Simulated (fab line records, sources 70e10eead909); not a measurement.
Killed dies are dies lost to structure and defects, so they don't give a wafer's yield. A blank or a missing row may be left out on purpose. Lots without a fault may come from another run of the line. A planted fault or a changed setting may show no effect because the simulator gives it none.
Chamber matching | flow nand_harc | NHARC_A_SLIT_DESCUM_14 on rie_diel-06: 4 sister chambers
The step chemistry O2, time 3 s. 8 wafers are shown with their chamber, then 8 later ones without.

WAFERS WITH THEIR CHAMBER
wafer  | chamber | oes_product_au (a.u.) | rf_vpp_V (V)
L083.2 | 2       | 0.982                 | 57.7
L083.4 | 1       | 1.008                 | 58.1
L083.5 | 3       | 0.988                 | 58.3
L083.6 | 2       | 0.983                 | 56.4
L084.4 | 3       | 1.000                 | 58.4
L084.5 | 0       | 1.017                 | 57.8
L084.6 | 1       | 0.998                 | 59.1
L086.1 | 0       | 1.004                 | 58.6

WAFERS WITHOUT THEIR CHAMBER
wafer  | oes_product_au (a.u.) | rf_vpp_V (V)
L086.2 | 1.006                 | 58.2
L086.4 | 1.007                 | 58.8
L087.1 | 0.998                 | 59.7
L087.4 | 1.000                 | 56.6
L087.5 | 1.009                 | 57.8
L094.2 | 0.998                 | 58.9
L094.3 | 0.997                 | 57.2
L094.4 | 1.012                 | 57.7

WHICH CHAMBER EACH WENT THROUGH
wafer  | from the rows above               | in truth
L086.2 | can't be placed: 0 or 1 or 3      | 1
L086.4 | can't be placed: 1 or 0 or 3      | 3
L087.1 | can't be placed: 1 or 3 or 0      | 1
L087.4 | can't be placed: 2 or 3 or 0 or 1 | 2
L087.5 | can't be placed: 0 or 1 or 3      | 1
L094.2 | can't be placed: 1 or 3 or 0      | 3
L094.3 | can't be placed: 3 or 2 or 1 or 0 | 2
L094.4 | can't be placed: 0 or 1 or 3      | 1
Placed correctly: 0 of 8. Can't be placed from these rows: 8 (the true chamber is among the candidates in 8). Placed wrongly: 0.
How it was worked out, from the rows above alone: a wafer's distance from a chamber is the root of the sum, over the readings, of the square of ((its reading less the chamber's mean) divided by the reading's scatter). The wafer belongs to the nearest chamber; if the next one is less than 2 further off, it can't be placed. A chamber's mean is the mean of its shown wafers. The scatter: the root of (the sum of the squares of (reading less its chamber's mean) over the shown wafers, divided by (wafers less chambers)).
